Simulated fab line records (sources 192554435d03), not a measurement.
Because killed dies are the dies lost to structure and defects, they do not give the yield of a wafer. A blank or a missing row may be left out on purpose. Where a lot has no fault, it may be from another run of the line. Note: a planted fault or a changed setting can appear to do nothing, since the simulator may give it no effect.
Chamber matching + flow n5_finfet + N5_GATE_CUT_STRIP_42 on rie_diel-01: 4 sister chambers
The step strips in O2. 16 wafers are shown with their chamber, then 8 later ones without.

## WAFERS, EACH WITH ITS CHAMBER
| wafer  | chamber | drypump_motor_current_A (A) | throttle_valve_pct (%) | oes_product_au (a.u.) |
|--------|---------|-----------------------------|------------------------|-----------------------|
| L074.1 | 2       | 5.9                         | 16.74                  | 0.81                  |
| L074.3 | 0       | 6.3                         | 16.71                  | 0.68                  |
| L074.6 | 3       | 6.2                         | 16.63                  | 0.80                  |
| L078.2 | 3       | 6.2                         | 16.65                  | 0.78                  |
| L078.3 | 0       | 6.3                         | 16.72                  | 0.68                  |
| L078.6 | 2       | 5.8                         | 16.77                  | 0.81                  |
| L077.2 | 3       | 6.2                         | 16.65                  | 0.79                  |
| L077.5 | 2       | 5.9                         | 16.75                  | 0.80                  |
| L077.6 | 3       | 6.2                         | 16.66                  | 0.78                  |
| L079.3 | 3       | 6.2                         | 16.66                  | 0.77                  |
| L079.5 | 1       | 5.4                         | 16.38                  | 0.77                  |
| L079.6 | 2       | 5.9                         | 16.77                  | 0.80                  |
| L083.1 | 1       | 5.5                         | 16.40                  | 0.77                  |
| L083.2 | 3       | 6.2                         | 16.66                  | 0.78                  |
| L083.4 | 3       | 6.2                         | 16.68                  | 0.78                  |
| L085.1 | 2       | 5.9                         | 16.78                  | 0.79                  |

SIGNATURES (averages over the wafers above)
| reading                 | chamber 0 | chamber 1 | chamber 2 | chamber 3 | scatter within a chamber |
|-------------------------|-----------|-----------|-----------|-----------|--------------------------|
| drypump_motor_current_A | 6.300     | 5.450     | 5.880     | 6.200     | 0.0329                   |
| throttle_valve_pct      | 16.7150   | 16.3900   | 16.7620   | 16.6557   | 0.015                    |
| oes_product_au          | 0.6800    | 0.7700    | 0.8020    | 0.7829    | 0.00828                  |
Rule: distance of a wafer from a chamber = root of the sum over the readings of ((wafer's reading minus chamber's mean) / reading's scatter) squared. The wafer belongs to the nearest chamber; if the next one is less than 2 further off, it can't be placed. The scatter: take each reading less its chamber's mean, square it, sum over the shown wafers, divide by the number of wafers less the number of chambers, and take the root.

## WAFERS WHOSE CHAMBER IS MISSING
| wafer  | drypump_motor_current_A (A) | throttle_valve_pct (%) | oes_product_au (a.u.) |
|--------|-----------------------------|------------------------|-----------------------|
| L085.3 | 6.2                         | 16.69                  | 0.77                  |
| L085.4 | 6.2                         | 16.68                  | 0.77                  |
| L092.1 | 5.5                         | 16.45                  | 0.74                  |
| L092.4 | 6.4                         | 16.27                  | 0.96                  |
| L092.5 | 6.2                         | 16.72                  | 0.75                  |
| L097.2 | 5.9                         | 16.85                  | 0.77                  |
| L097.3 | 5.4                         | 16.45                  | 0.75                  |
| L097.4 | 6.2                         | 16.73                  | 0.74                  |

## CHAMBER TAKEN BY EACH
| wafer  | from the rows above     | in truth                   |
|--------|-------------------------|----------------------------|
| L085.3 | 3                       | 3                          |
| L085.4 | 3                       | 3                          |
| L092.1 | 1                       | 1                          |
| L092.4 | 3                       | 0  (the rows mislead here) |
| L092.5 | 3                       | 3                          |
| L097.2 | 2                       | 2                          |
| L097.3 | 1                       | 1                          |
| L097.4 | can't be placed: 3 or 0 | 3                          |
6 of 8 placed correctly. These rows do not allow placing 1 (true chamber among the candidates in 1). Number placed wrongly: 1.
